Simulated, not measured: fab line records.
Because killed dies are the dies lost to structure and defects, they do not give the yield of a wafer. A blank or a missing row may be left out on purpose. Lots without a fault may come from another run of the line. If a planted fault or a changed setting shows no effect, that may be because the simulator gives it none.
fab line records    flow n5-finfet
[record] lots = 11  wafers = 30  last-day = 17
route steps=1938 shown SD_EPI_N@293 BEOL_M4@1094 PASSIVATION@1936
lots untouched by any fault: they come from a run of this same line in which no faults occurred
start-h: hours from the record's opening day to when the first of the lot's shown wafers began    wait-h: hours from the lot's prior step to this one    " repeats the value in the row above    L1.1+2: several wafers, shown together as one row    - no value, or no start was given    * or withheld: withheld    < > ~ a bound
route shown NAME@n: a module of which the file shows steps, and the number in the route of the first    usual: mean/standard deviation of fault-free wafers    same: alike in all rows    chamber/n: place in a boat    sites: the reading at each site    _std_site: standard deviation of those values    _edge_site: outer sites' mean less inner sites'    radius-mm: how far each site lies from the wafer's centre    mask NAME#n: copy n    behind: the tool/chamber that last shaped the wafer    hold: reason for holding the lot/hours on hold/outcome of the hold    device: which transistor (n, p or np) failed to switch    end of line: at the end of the route, the tests of the same wafers    a step given without rows: its recipe and nothing more    killed: dies that structure and defects cost at the first sort, which is not the same as the wafer's yield    map: a wafer's dies, x killed, . not, _ none there
set.NAME: setting as actually run; set.NAME@STEP: the setting as run at that earlier step    model.NAME: the simulator's own value behind a step, which no gauge read
route steps across a sampled set of lots; one table per step, one row per wafer
services: the hour from which a tool's chamber was out of use, counted from the record's first day as start-h (under 0 if before that day), plus the number of hours and why
[[steps]]
[step N5_SD_EPI_N_LINER_46]
[recipe] material = SiNx  target-thk-a = 30  temp-c = 400  ald-precursor-family = SiH2I2  ald-co-reactant = N2/H2-plasma  pressure-torr = 2
[usual] heater-power-w = 844/120
lot.wafer  tool        chamber  start-h  wait-h  heater-power-w
L506.2     ald-sin-03  2        73.38    0.4     780
L506.3     "           3        "        "       870
L507.1     ald-sin-01  1        80.08    0.2     891
L507.4     "           3        "        "       882
L507.6     "           3        "        "       846
L508.1     ald-sin-01  0        83.05    0.3     751
L508.2     "           1        "        "       947
L508.3     "           2        "        "       1074
L509.1     ald-sin-01  2        89.41    0.4     1051
L509.5     "           3        "        "       863
L509.6     "           2        "        "       1100
L512.1     ald-sin-04  1        107.54   0.2     879
L512.2     "           2        "        "       945
L512.5     "           1        "        "       867
L517.5     ald-sin-01  3        137.82   0.2     871
L517.6     "           0        "        "       732
L519.2     ald-sin-01  3        148.88   0.1     848
L519.6     "           0        "        "       750
L522.1     ald-sin-03  3        170.63   0.3     889
L522.2     "           0        "        "       807
L522.3     "           2        "        "       754
L523.2     ald-sin-03  1        174.19   0.1     681
L523.3     "           0        "        "       787
L523.5     "           0        "        "       788
L525.2     ald-sin-04  3        187.23   0.9     678
L525.3     "           1        "        "       883
L525.6     "           3        "        "       670
L526.1     ald-sin-03  2        189.30   0.3     774
L526.3     "           0        "        "       802
L526.6     "           2        "        "       786
[step N5_BEOL_M4_SPUTTER_90]
[recipe] material = Cu  target-thk-a = 45  temp-c = -20  chamber-pressure-pa = 0.07  power-w = withheld  time-s = 8.29
[usual] throttle-valve-pct = 29.9/0.72
lot.wafer  tool            chamber  start-h  wait-h  throttle-valve-pct
L506.2     pvd-sputter-01  -        179.40   0.1     30.5
L506.3     "               -        "        "       29.3
L507.1     pvd-sputter-03  -        180.77   0.1     28.9
L507.4     "               -        "        "       30.1
L507.6     "               -        "        "       31.2
L508.1     pvd-sputter-03  -        193.27   0.1     30.7
L508.2     "               -        "        "       29.3
L508.3     "               -        "        "       30.1
L509.1     pvd-sputter-01  -        200.44   0.1     29.5
L509.5     "               -        "        "       29.6
L509.6     "               -        "        "       29.1
L512.1     pvd-sputter-03  -        219.26   0.1     28.9
L512.2     "               -        "        "       30.1
L512.5     "               -        "        "       29.7
L517.5     pvd-sputter-02  -        242.80   0.0     29.8
L517.6     "               -        "        "       30.8
L519.2     pvd-sputter-01  -        251.62   0.1     29.6
L519.6     "               -        "        "       30.0
L523.2     pvd-sputter-02  -        288.52   0.1     29.7
L523.3     "               -        "        "       29.6
L523.5     "               -        "        "       30.9
L522.1     pvd-sputter-01  -        289.06   0.1     30.1
L522.2     "               -        "        "       30.2
L522.3     "               -        "        "       29.1
L525.2     pvd-sputter-02  -        303.49   0.1     28.2
L525.3     "               -        "        "       29.6
L525.6     "               -        "        "       28.6
L526.1     pvd-sputter-03  -        305.27   0.1     30.4
L526.3     "               -        "        "       31.0
L526.6     "               -        "        "       30.0
[step N5_BEOL_M4_CMP_52]
[recipe] stop-on = SiOC  t-overpolish-s = 6.8  down-force-psi = 1  platen-rpm = 50  clearing-platen-down-force-psi = 1.5  clearing-platen-rpm = 50  post-cmp-clean = cu-alkaline  target-thk-nm = 40  clearing-platen-pad-velocity-m-s = 0.99484  pad-velocity-m-s = 0.99484
[usual] barrier-field-endpoint-s = 24.7/0.79  motor-current-A = 6.2/0.7  overpolish-run-s = 6.799/0.0097  time-to-endpoint-s = 61/4.4
lot.wafer  tool    chamber  start-h  wait-h  barrier-field-endpoint-s  motor-current-A  overpolish-run-s  time-to-endpoint-s
L506.2     cmp-01  0        180.59   0.2     23.3                      7.6              6.804             55
L506.3     "       1        "        "       24.6                      6.2              6.792             62
L507.1     cmp-03  0        181.98   0.3     24.2                      5.7              6.792             60
L507.4     "       2        "        "       24.2                      7.0              6.804             58
L507.6     "       3        "        "       26.1                      7.2              6.791             68
L508.1     cmp-01  0        194.43   0.3     24.7                      7.0              6.798             60
L508.2     "       2        "        "       24.7                      5.3              6.824             61
L508.3     "       3        "        "       25.4                      6.0              6.801             68
L509.1     cmp-01  2        202.06   0.3     24.4                      5.4              6.815             59
L509.6     "       2        "        "       24.2                      5.4              6.780             61
L509.5     "       3        "        "       25.2                      5.5              6.800             63
L512.1     cmp-01  0        220.45   0.3     23.8                      7.1              6.800             57
L512.2     "       2        "        "       24.2                      5.2              6.800             59
L512.5     "       0        "        "       24.3                      6.8              6.798             56
L517.5     cmp-04  3        244.21   0.2     24.1                      6.0              6.786             60
L517.6     "       0        "        "       23.8                      6.3              6.817             55
L519.2     cmp-03  3        252.77   0.2     24.4                      7.6              6.815             69
L519.6     "       3        "        "       25.7                      7.5              6.802             67
L523.3     cmp-04  0        289.92   0.4     23.5                      6.4              6.802             54
L523.2     "       1        "        "       24.9                      6.9              6.799             65
L523.5     "       0        "        "       24.1                      6.2              6.805             55
L522.1     cmp-01  0        290.32   0.4     23.2                      7.7              6.789             52
L522.2     "       1        "        "       24.6                      5.7              6.791             60
L522.3     "       2        "        "       23.9                      5.6              6.791             58
L525.2     cmp-01  0        304.72   0.3     24.5                      7.4              6.798             57
L525.3     "       1        "        "       24.4                      5.9              6.807             65
L525.6     "       2        "        "       24.9                      5.0              6.811             63
L526.1     cmp-04  2        306.42   0.3     24.9                      5.8              6.802             69
L526.3     "       3        "        "       24.3                      5.8              6.798             61
L526.6     "       3        "        "       24.5                      5.8              6.806             64
[step N5_BEOL_M4_DEP_57]
[recipe] material = SiCN  target-thk-a = 80  temp-c = withheld  precursor = 3MS/NH3  pressure-torr = 3  rf-w = 202  time-s = 14
[usual] rf-fwd-power-W = 199.3/0.9  showerhead-plenum-p-Torr = 3.665/0.016  throttle-valve-pct = 8.8/0.36
lot.wafer  tool      chamber  start-h  wait-h  rf-fwd-power-W  showerhead-plenum-p-Torr  throttle-valve-pct
L506.2     pecvd-01  1        181.04   0.0     198.7           3.643                     9.2
L506.3     "         2        "        "       199.9           3.671                     9.2
L507.1     pecvd-01  1        182.43   0.0     199.9           3.642                     9.0
L507.4     "         2        "        "       200.9           3.681                     9.1
L507.6     "         1        "        "       199.2           3.647                     9.2
L508.1     pecvd-01  0        194.92   0.0     199.0           3.676                     8.5
L508.2     "         2        "        "       199.6           3.667                     9.0
L508.3     "         1        "        "       198.8           3.643                     9.2
L509.1     pecvd-01  1        202.56   0.0     198.7           3.645                     9.1
L509.5     "         0        "        "       198.8           3.687                     8.7
L509.6     "         1        "        "       199.4           3.659                     9.2
L512.1     pecvd-01  0        220.91   0.0     198.8           3.686                     8.6
L512.2     "         1        "        "       199.6           3.639                     9.1
L512.5     "         1        "        "       199.6           3.649                     9.4
L517.5     pecvd-03  0        244.62   0.0     199.5           3.661                     8.9
L517.6     "         1        "        "       198.5           3.662                     8.8
L519.2     pecvd-03  1        253.26   0.0     198.7           3.649                     8.9
L519.6     "         1        "        "       198.6           3.661                     8.9
L523.2     pecvd-03  2        290.37   0.0     200.4           3.654                     8.9
L523.3     "         1        "        "       198.6           3.656                     8.6
L523.5     "         2        "        "       199.5           3.656                     8.7
L522.1     pecvd-04  2        290.81   0.0     200.2           3.659                     7.9
L522.2     "         1        "        "       199.7           3.691                     9.3
L522.3     "         0        "        "       199.0           3.681                     8.4
L525.2     pecvd-03  2        305.14   0.0     199.5           3.656                     9.0
L525.3     "         1        "        "       197.0           3.663                     9.0
L525.6     "         2        "        "       201.5           3.662                     8.9
L526.1     pecvd-03  2        306.94   0.0     200.1           3.644                     9.0
L526.3     "         1        "        "       197.3           3.647                     8.5
L526.6     "         1        "        "       198.1           3.661                     8.9
[step N5_BEOL_M4_RC_MEAS_101]
[usual] DIBL_N = 37.5/2  DIBL_P = 37.5/2.5  IOFF_N = 0.18/0.042  IOFF_P = 0.24/0.046  IOFF_P_85C = 4.0/0.65  IOFF_P_LIN = 0.107/0.016  ION_N = 677/15  ION_P = 464/9.5  REXT_P = 101/3.1  SS_N = 72.0/0.76  SS_P = 73.6/0.79  VT_N = 249/3.5  VT_P = -249/3.2  VT_P_LVT = -98/3
lot.wafer  tool       chamber  start-h  wait-h  DIBL_N[mV/V]  DIBL_P[mV/V]  IOFF_N[nA/um]  IOFF_P[nA/um]  IOFF_P_85C[nA/um]  IOFF_P_LIN[nA/um]  ION_N[uA/um]  ION_P[uA/um]  REXT_P[ohm.um]  SS_N[mV/dec]  SS_P[mV/dec]  VT_N[mV]  VT_P[mV]  VT_P_LVT[mV]
L506.2     prober-01  0        181.31   0.2     36.9          37.5          0.16           0.20           3.4                0.088              657           451           98              72.8          73.8          251       -256      -104
L506.3     "          0        "        "       37.5          39.2          0.18           0.23           3.9                0.100              670           455           100             72.1          74.4          249       -250      -100
L507.1     prober-02  0        182.55   0.0     36.5          34.2          0.13           0.21           3.6                0.104              670           468           104             71.2          73.3          254       -247      -97
L507.4     "          0        "        "       37.0          36.7          0.15           0.26           4.3                0.119              658           464           105             71.2          73.5          250       -248      -96
L507.6     "          0        "        "       39.3          37.7          0.18           0.26           4.4                0.121              680           470           104             72.3          73.6          247       -245      -96
L508.1     prober-01  0        195.03   0.0     34.2          34.4          0.15           0.18           3.3                0.092              682           471           97              72.3          73.2          253       -254      -103
L508.2     "          0        "        "       36.0          37.9          0.18           0.24           4.1                0.111              670           457           96              72.0          73.3          247       -249      -99
L508.3     "          0        "        "       36.8          38.0          0.20           0.23           3.9                0.106              687           464           98              72.0          74.3          247       -251      -98
L509.1     prober-02  0        202.69   0.0     37.3          36.9          0.17           0.24           4.2                0.114              678           469           99              71.4          74.0          249       -249      -95
L509.5     "          0        "        "       39.1          38.0          0.20           0.26           4.4                0.119              684           472           99              72.7          74.2          248       -247      -94
L509.6     "          0        "        "       34.8          35.0          0.13           0.23           3.9                0.107              650           454           99              71.0          74.0          250       -248      -95
L512.1     prober-02  0        221.05   0.0     38.8          39.8          0.21           0.29           4.6                0.125              691           475           104             71.1          74.3          243       -242      -94
L512.2     "          0        "        "       38.0          37.3          0.18           0.24           4.0                0.109              677           465           104             71.7          73.2          252       -247      -97
L512.5     "          0        "        "       39.1          39.7          0.19           0.28           4.6                0.123              667           468           104             71.3          74.1          247       -245      -95
L517.5     prober-02  0        245.34   0.6     39.6          38.8          0.26           0.28           4.6                0.123              677           460           102             73.7          73.7          247       -246      -93
L517.6     "          0        "        "       34.4          40.8          0.14           0.43           6.6                0.184              685           502           88              71.8          73.6          250       -236      -82
L519.2     prober-02  0        253.53   0.2     35.3          41.9          0.12           0.41           6.3                0.173              661           500           84              71.0          73.6          254       -237      -85
L519.6     "          0        "        "       35.2          41.6          0.12           0.39           6.0                0.164              648           491           84              71.3          74.0          257       -239      -86
L523.2     prober-01  0        290.64   0.2     34.4          32.8          0.13           0.20           3.5                0.099              667           465           100             71.4          72.4          251       -249      -98
L523.3     "          0        "        "       42.0          42.2          0.33           0.38           6.0                0.158              704           485           100             73.0          74.2          238       -242      -90
L523.5     "          0        "        "       38.8          37.2          0.20           0.25           4.4                0.119              686           470           100             72.1          74.1          248       -247      -96
L522.1     prober-01  0        291.42   0.5     36.3          37.2          0.17           0.24           4.0                0.113              693           480           99              70.8          72.9          248       -247      -97
L522.2     "          0        "        "       35.6          35.8          0.15           0.22           3.8                0.107              665           466           98              71.5          72.4          248       -248      -97
L522.3     "          0        "        "       40.4          39.2          0.25           0.27           4.5                0.121              676           461           99              73.2          73.8          248       -244      -96
L525.2     prober-01  0        305.41   0.2     39.4          39.4          0.22           0.25           4.2                0.109              683           457           100             72.8          74.8          244       -249      -96
L525.3     "          0        "        "       34.4          34.4          0.12           0.18           3.1                0.086              672           465           97              71.4          73.1          251       -254      -100
L525.6     "          0        "        "       39.7          40.4          0.23           0.28           4.5                0.116              697           474           98              72.3          74.5          241       -249      -94
L526.1     prober-02  0        307.06   0.0     37.1          36.8          0.19           0.20           3.5                0.093              668           454           101             72.8          73.0          248       -253      -100
L526.3     "          0        "        "       35.2          35.5          0.13           0.18           3.2                0.089              659           452           102             71.5          73.1          251       -253      -103
L526.6     "          0        "        "       38.5          38.6          0.20           0.23           4.0                0.104              673           457           102             72.3          74.2          248       -249      -100
[step N5_PASSIVATION_PROBE_49]
[usual] defect-limited-yield = 91.8/1.5  killed_at_M0_to_M3 = 33/11  killed_at_M4_up = 13/5  killed-at-contacts = 11/5.6  killed-at-front-end = 36/12  killed-at-other = 3.4/2.5  killed-dies = 97/18  killed-on-rim = 12/4.2  killed-open = 64/13  killed-short = 31/6.9  sort_bin_4_leakage = 0.01/0.048  sort_bin_5_function = 4.8/1  sort_bin_6_memory = 3.1/0.64  sort-n-pass = 1083/18  sort-yield-pct = 91.8/1.5
[same] gross-dies = 1180  killed-at-back-side = 0  sort_bin_8_speed[%] = 0
lot.wafer  tool       chamber  start-h  wait-h  defect-limited-yield[%]  killed_at_M0_to_M3  killed_at_M4_up  killed-at-contacts  killed-at-front-end  killed-at-other  killed-dies  killed-on-rim  killed-open  killed-short  sort_bin_4_leakage[%]  sort_bin_5_function[%]  sort_bin_6_memory[%]  sort-n-pass  sort-yield-pct[%]
L506.2     prober-01  -        286.15   0.1     92.0                     41                  12               7                   26                   8                94           14             64           30            0                      4.3                     3.4                   1086         92.0
L506.3     prober-01  -        286.20   0.1     91.7                     38                  17               3                   32                   8                98           12             65           33            0                      5.3                     2.8                   1082         91.7
L507.1     prober-01  -        289.89   0.0     91.7                     37                  2                10                  46                   3                98           20             68           30            0                      4.0                     4.1                   1082         91.7
L507.4     prober-01  -        290.04   0.2     91.8                     27                  10               13                  45                   2                97           12             62           34            0                      5.1                     2.8                   1083         91.8
L507.6     prober-01  -        290.14   0.3     93.5                     24                  5                13                  33                   2                77           8              50           26            0                      4.0                     2.5                   1103         93.5
L517.5     prober-02  -        355.55   0.2     92.2                     31                  16               5                   39                   1                92           17             54           30            0                      4.1                     2.8                   1088         92.2
L517.6     prober-02  -        355.60   0.3     93.3                     28                  14               3                   28                   6                79           5              49           29            0.93                   3.6                     2.7                   1090         92.4
L519.2     prober-01  -        370.22   0.1     89.1                     46                  22               20                  36                   5                129          18             81           41            0.76                   5.7                     4.6                   1042         88.3
L519.6     prober-01  -        370.42   0.3     91.2                     21                  13               11                  54                   5                104          17             63           33            0.42                   4.6                     3.6                   1071         90.8
L522.1     prober-02  -        400.22   0.0     91.9                     44                  7                17                  20                   8                96           17             66           28            0                      5.3                     2.8                   1084         91.9
L522.2     prober-02  -        400.27   0.1     93.1                     36                  3                11                  27                   4                81           4              53           28            0                      4.2                     2.5                   1099         93.1
L522.3     prober-02  -        400.32   0.1     92.5                     38                  8                5                   32                   6                89           14             54           35            0                      4.0                     3.1                   1091         92.5
L525.2     prober-02  -        409.43   0.1     93.3                     36                  4                10                  29                   0                79           17             51           28            0                      4.1                     2.5                   1101         93.3
L525.3     prober-02  -        409.48   0.1     93.1                     26                  20               3                   33                   0                82           12             57           24            0                      3.7                     2.9                   1098         93.1
L525.6     prober-02  -        409.63   0.3     90.9                     38                  17               13                  39                   0                107          11             80           27            0                      5.2                     3.9                   1073         90.9
L526.1     prober-01  -        409.45   0.0     91.7                     36                  12               11                  35                   4                98           15             63           33            0                      5.3                     2.9                   1082         91.7
L526.3     prober-01  -        409.55   0.1     89.6                     48                  14               3                   52                   6                123          16             85           38            0                      6.0                     4.2                   1057         89.6
L526.6     prober-01  -        409.70   0.3     89.8                     56                  21               10                  24                   9                120          8              77           41            0                      6.0                     3.9                   1060         89.8
// killed by level:class
L506.2 BEOL_M0_SAQP:geometric-particle:short=14 FIN_SAQP:geometric-particle:open=11 BEOL_M0_SAQP:geometric-particle:open=11 BEOL_M3:geometric-particle:open=6 MOL_CONTACT_COAG:geometric-particle:open=5 BEOL_M4:geometric-particle:open=5 GATE_CUT:geometric-particle:short=4 BEOL_M0:geometric-particle:open=4
L506.3 FIN_SAQP:geometric-particle:open=12 BEOL_M0_SAQP:geometric-particle:short=11 BEOL_M0_SAQP:geometric-particle:open=10 BEOL_M4:geometric-particle:open=9 FIN_SAQP:geometric-particle:short=5 BEOL_M2:geometric-particle:open=5 DUMMY_GATE:geometric-particle:open=4 BEOL_M1:geometric-particle:open=4
L507.1 FIN_SAQP:geometric-particle:open=15 BEOL_M1:geometric-particle:open=10 FIN_SAQP:geometric-particle:short=8 MOL_CONTACT_COAG:geometric-particle:open=8 BEOL_M3:geometric-particle:open=8 STI_FIN_REVEAL:geometric-particle:open=5 BEOL_M0_SAQP:geometric-particle:open=5 BEOL_M0_SAQP:geometric-particle:short=5
L507.4 MOL_CONTACT_COAG:geometric-particle:open=13 FIN_SAQP:geometric-particle:open=10 GATE_CUT:geometric-particle:short=8 STI_FIN_REVEAL:geometric-particle:open=6 BEOL_M0_SAQP:geometric-particle:short=6 BEOL_M0_SAQP:geometric-particle:open=6 BEOL_M2:geometric-particle:open=6 STARTING-WAFER:geometric-particle:short=5
L507.6 MOL_CONTACT_COAG:geometric-particle:open=11 BEOL_M0_SAQP:geometric-particle:short=8 FIN_SAQP:geometric-particle:short=7 FIN_SAQP:geometric-particle:open=6 BEOL_M0_SAQP:geometric-particle:open=6 GATE_CUT:geometric-particle:open=5 BEOL_M3:geometric-particle:open=4 STI_FIN_REVEAL:geometric-particle:open=3
L517.5 STI_FIN_REVEAL:geometric-particle:open=11 BEOL_M0_SAQP:geometric-particle:short=7 BEOL_M0_SAQP:geometric-particle:open=7 HKMG_FIN:area-etch=7 MOL_CONTACT_COAG:geometric-particle:open=5 BEOL_M0:geometric-particle:short=5 BEOL_M3:geometric-particle:open=5 FIN_SAQP:geometric-particle:open=4
L517.6 BEOL_M3:geometric-particle:open=7 FIN_SAQP:geometric-particle:open=6 BEOL_M0_SAQP:geometric-particle:short=6 FIN_SAQP:geometric-particle:short=5 BEOL_M0:geometric-particle:open=5 BEOL_M4:geometric-particle:open=5 BEOL_M1:geometric-particle:open=4 STI_FIN_REVEAL:geometric-particle:open=3
L519.2 MOL_CONTACT_COAG:geometric-particle:open=18 BEOL_M1:geometric-particle:open=11 FIN_SAQP:geometric-particle:short=10 BEOL_M3:geometric-particle:open=9 BEOL_M0_SAQP:geometric-particle:short=7 BEOL_M0_SAQP:geometric-particle:open=6 STI_FIN_REVEAL:geometric-particle:open=5 BEOL_M4:geometric-particle:open=5
L519.6 STI_FIN_REVEAL:geometric-particle:open=11 MOL_CONTACT_COAG:geometric-particle:open=11 FIN_SAQP:geometric-particle:short=10 BEOL_M4:geometric-particle:open=8 BEOL_M1:geometric-particle:open=8 HKMG_FIN:area-etch=7 DUMMY_GATE:geometric-particle:open=6 FIN_SAQP:geometric-particle:open=5
L522.1 BEOL_M2:geometric-particle:open=20 MOL_CONTACT_COAG:geometric-particle:open=13 BEOL_M0_SAQP:geometric-particle:short=12 BEOL_M0_SAQP:geometric-particle:open=7 FIN_SAQP:geometric-particle:open=3 STI_FIN_REVEAL:geometric-particle:open=3 MOL_CONTACT_COAG:geometric-particle:short=3 FIN_SAQP:geometric-particle:short=2
L522.2 MOL_CONTACT_COAG:geometric-particle:open=11 BEOL_M0_SAQP:geometric-particle:short=9 BEOL_M3:geometric-particle:open=9 BEOL_M0_SAQP:geometric-particle:open=8 FIN_SAQP:geometric-particle:short=7 BEOL_M2:geometric-particle:open=5 STI_FIN_REVEAL:geometric-particle:open=3 DUMMY_GATE:geometric-particle:open=3
L522.3 BEOL_M0_SAQP:geometric-particle:short=9 BEOL_M2:geometric-particle:open=6 DUMMY_GATE:geometric-particle:open=6 BEOL_M1:geometric-particle:open=6 BEOL_M3:geometric-particle:open=6 STARTING-WAFER:geometric-particle:short=6 BEOL_M0_SAQP:geometric-particle:open=5 MOL_CONTACT_COAG:geometric-particle:open=4
L525.2 MOL_CONTACT_COAG:geometric-particle:open=9 FIN_SAQP:geometric-particle:short=8 BEOL_M1:geometric-particle:open=7 BEOL_M0:geometric-particle:open=5 BEOL_M2:geometric-particle:open=5 BEOL_M3:geometric-particle:open=5 STI_FIN_REVEAL:geometric-particle:open=4 GATE_CUT:geometric-particle:short=4
L526.1 BEOL_M2:geometric-particle:open=11 STI_FIN_REVEAL:geometric-particle:open=10 MOL_CONTACT_COAG:geometric-particle:open=10 BEOL_M0_SAQP:geometric-particle:short=8 BEOL_M3:geometric-particle:open=7 STARTING-WAFER:geometric-particle:short=6 FIN_SAQP:geometric-particle:open=4 BEOL_M1:geometric-particle:open=4
L525.3 BEOL_M4:geometric-particle:open=11 STI_FIN_REVEAL:geometric-particle:open=8 BEOL_M2:geometric-particle:open=8 BEOL_M3:geometric-particle:short=5 STARTING-WAFER:geometric-particle:open=5 FIN_SAQP:geometric-particle:open=4 BEOL_M0_SAQP:geometric-particle:open=4 FIN_SAQP:geometric-particle:short=3
L526.3 FIN_SAQP:geometric-particle:open=23 BEOL_M1:geometric-particle:open=16 FIN_SAQP:geometric-particle:short=10 BEOL_M0_SAQP:geometric-particle:open=8 BEOL_M2:geometric-particle:open=8 BEOL_M0_SAQP:geometric-particle:short=6 DUMMY_GATE:geometric-particle:open=4 BEOL_M3:geometric-particle:open=4
L525.6 BEOL_M2:geometric-particle:open=11 BEOL_M4:geometric-particle:open=11 FIN_SAQP:geometric-particle:short=10 MOL_CONTACT_COAG:geometric-particle:open=10 DUMMY_GATE:geometric-particle:open=10 BEOL_M3:geometric-particle:open=7 STI_FIN_REVEAL:geometric-particle:open=6 BEOL_M1:geometric-particle:open=6
L526.6 BEOL_M2:geometric-particle:open=15 BEOL_M1:geometric-particle:open=10 BEOL_M0_SAQP:geometric-particle:open=10 BEOL_M3:geometric-particle:short=10 BEOL_M0_SAQP:geometric-particle:short=7 FIN_SAQP:geometric-particle:open=6 MOL_CONTACT_COAG:geometric-particle:open=6 BEOL_M4:geometric-particle:open=6
[[services]]
tool            chamber  start-h  hours  kind
pvd-sputter-02  -        88.47    0.6    repair
ald-sin-01      -        111.09   0.5    repair
pvd-sputter-02  -        121.61   1.8    repair
pecvd-03        -        122.85   0.5    repair
cmp-04          -        135.90   6.4    pm
cmp-01          -        144.82   1.6    repair
pecvd-01        1        150.37   12.9   repair
cmp-04          -        158.77   1.5    repair
cmp-01          -        171.34   4.0    pm
ald-sin-01      -        176.75   14.0   pm
cmp-04          -        184.10   1.0    repair
pecvd-01        -        198.46   1.8    repair
cmp-01          -        211.66   0.2    repair
pecvd-03        -        221.28   2.8    pm
pecvd-01        0        226.24   23.5   repair
pecvd-01        2        233.26   6.5    repair
pecvd-01        -        237.10   5.5    pm
pecvd-01        -        246.30   0.3    repair
pvd-sputter-01  -        252.79   1.5    repair
cmp-01          -        260.34   2.1    repair
pecvd-01        -        265.34   11.7   repair
ald-sin-03      -        269.08   14.0   pm
cmp-01          -        293.55   4.3    pm
ald-sin-01      -        304.13   6.1    pm
[[key]]
[first-sign] step = N5_BEOL_M4_RC_MEAS_101  reading = REXT_P  direction = down  sigmas = 5  usual = 101  struck = 85
[effect] step = N5_BEOL_M4_RC_MEAS_101  reading = VT_P_LVT  direction = up  sigmas = 4.4  usual = -98  struck = -84
[effect] step = N5_BEOL_M4_RC_MEAS_101  reading = IOFF_P_LIN  direction = up  sigmas = 4.2  usual = 0.107  struck = 0.173
[effect] step = N5_BEOL_M4_RC_MEAS_101  reading = IOFF_P  direction = up  sigmas = 3.9  usual = 0.24  struck = 0.41
[effect] step = N5_BEOL_M4_RC_MEAS_101  reading = VT_P  direction = up  sigmas = 3.6  usual = -249  struck = -238
[effect] step = N5_BEOL_M4_RC_MEAS_101  reading = ION_P  direction = up  sigmas = 3.6  usual = 464  struck = 498
[effect] step = N5_BEOL_M4_RC_MEAS_101  reading = IOFF_P_85C  direction = up  sigmas = 3.6  usual = 4.0  struck = 6.3
[effect] step = N5_PASSIVATION_PROBE_49  reading = sort_bin_4_leakage  direction = up  sigmas = 8.3  usual = 0.01  struck = 0.71
met-at N5_SD_EPI_N_LINER_46
struck-lots L517,L519
struck-wafers L517.6,L519.2,L519.6
not-acting-at N5_BEOL_M4_SPUTTER_90,N5_BEOL_M4_CMP_52,N5_BEOL_M4_DEP_57
onset-between 89.41 137.82
[fault] kind = process-parameter-drift  tool = ald-sin-01  chamber = -  onset-h = 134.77  steps = N5_SD_EPI_N_LINER_46  channel = target-thk-a  offset = *  shape = step  end-h = 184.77  scope = struck-wafers-only  acts-in = *  stated = *
